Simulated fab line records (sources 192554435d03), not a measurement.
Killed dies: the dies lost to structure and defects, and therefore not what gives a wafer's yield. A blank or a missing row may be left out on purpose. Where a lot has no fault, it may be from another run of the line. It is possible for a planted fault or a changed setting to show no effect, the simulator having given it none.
Struck lot and sound lot, side by side / flow n5 finfet / 16 steps out of a route of 1938
Sound: the wafers L508.1, L508.4, L508.5. Wafers struck: L512.3, L512.5, L512.6. The cause comes at the end.
At each step with rows: each side's tool, then ch and its chambers, then its first start. Under that, the readings that differ: sound wafers / struck wafers / difference of the means / sigmas: that difference in standard deviations of wafers without a fault.
alike: a reading whose means differ by less than 2 such deviations, as well as words and numbers matching on both sides. not compared: withheld readings; readings where some wafer has no value; bounds like >300 that might hide an equal value; numbers whose values overlap and for which the record gives no deviation.
Wherever a step has rows on one side only, a row that says differs or no value, or a row with sigmas, the two part there. Numbers that have no deviation but don't overlap get no sigmas and don't part them. A reading missing from all wafers of one side parts the sides only when that side holds two or more wafers.

first, 2 steps without rows for these wafers: N5_BEOL_M1_SPUTTER_81 (material Cu, target thk 4.5 nm, time 8.29 s); N5_BEOL_M1_ANNEAL_82 (time 240 s).
N5_BEOL_M1_SPUTTER_86: material Cu, target thk 4.5 nm, time 8.29 s.
  struck on pvd sputter-03, day 7 14:44; sound on pvd sputter-03, day 6 18:20
  alike: chamber pressure pa, chuck gas flow sccm, substrate temp c, throttle valve pct
N5_BEOL_M1_ANNEAL_87: time 240 s.
  struck on pvd sputter-03, day 7 14:49; sound on pvd sputter-03, day 6 18:25
  alike: heater power w
then, 4 steps without rows for these wafers: N5_BEOL_M1_SPUTTER_88 (material Cu, target thk 4.5 nm, time 8.29 s); N5_BEOL_M1_ANNEAL_89 (time 240 s); N5_BEOL_M1_SPUTTER_90 (material Cu, target thk 4.5 nm, time 8.29 s); N5_BEOL_M1_ANNEAL_91 (time 240 s).
N5_BEOL_M1_SPUTTER_92: material Cu, target thk 4.5 nm, time 8.29 s.
  struck on pvd sputter-03, day 7 15:24; sound on pvd sputter-03, day 6 19:00
  alike: chamber pressure pa, chuck gas flow sccm, substrate temp c, throttle valve pct
then, 1 step without rows for these wafers: N5_BEOL_M1_ANNEAL_93 (time 240 s).
N5_BEOL_M1_SPUTTER_94: material Cu, target thk 4.5 nm, time 8.29 s.
  struck on pvd sputter-03, day 7 15:37; sound on pvd sputter-03, day 6 19:13
  alike: chamber pressure pa, chuck gas flow sccm, substrate temp c, throttle valve pct
N5_BEOL_M1_ANNEAL_95: time 240 s.
  struck on pvd sputter-03, day 7 15:42; sound on pvd sputter-03, day 6 19:18
  alike: heater power w
N5_BEOL_M1_SPUTTER_96: material Cu, target thk 4.5 nm, time 8.29 s.
  struck on pvd sputter-03, day 7 15:50; sound on pvd sputter-03, day 6 19:26
  no value came back on the struck wafers for chamber pressure pa (Pa), chuck gas flow sccm (sccm), substrate temp c (C), throttle valve pct (%); on the sound wafers chamber pressure pa (Pa) reads 0.07001 0.06988 0.07025
then, 1 step without rows for these wafers: N5_BEOL_M1_ECD_50 (material Cu, target thk 300 nm).
N5_BEOL_M4_RC_MEAS_101:
  sound on prober-01 ch 0, day 8 03:41; struck on prober-01 ch 0, day 9 00:23
  alike: DIBL_N, DIBL_P, IOFF_N, IOFF_P, ION_N, ION_P, SS_N, SS_P, VT_N, VT_P
-- the record jumps here: 4 days lie between the struck wafers' starts before and after (it left off in module BEOL_M4 and takes up again in module PASSIVATION, whose first step shown is number 1936 of the route) --
N5_PASSIVATION_PROBE_49:
  struck on prober-01, day 13 09:02; sound on prober-02, day 11 23:28
  alike: defect limited yield, killed_at_M0_to_M3, killed_at_M4_up, killed at contacts, killed at front end, killed at other, killed dies, killed open, killed short, sort_bin_5_function, sort_bin_6_memory, sort_bin_8_speed, sort n pass, sort yield pct

WHERE THEY PART
Only at N5_BEOL_M1_SPUTTER_96, within this record. Later steps at which nothing parts them and some readings are alike: N5_BEOL_M4_RC_MEAS_101, N5_PASSIVATION_PROBE_49.

WHY: what the simulator had put in
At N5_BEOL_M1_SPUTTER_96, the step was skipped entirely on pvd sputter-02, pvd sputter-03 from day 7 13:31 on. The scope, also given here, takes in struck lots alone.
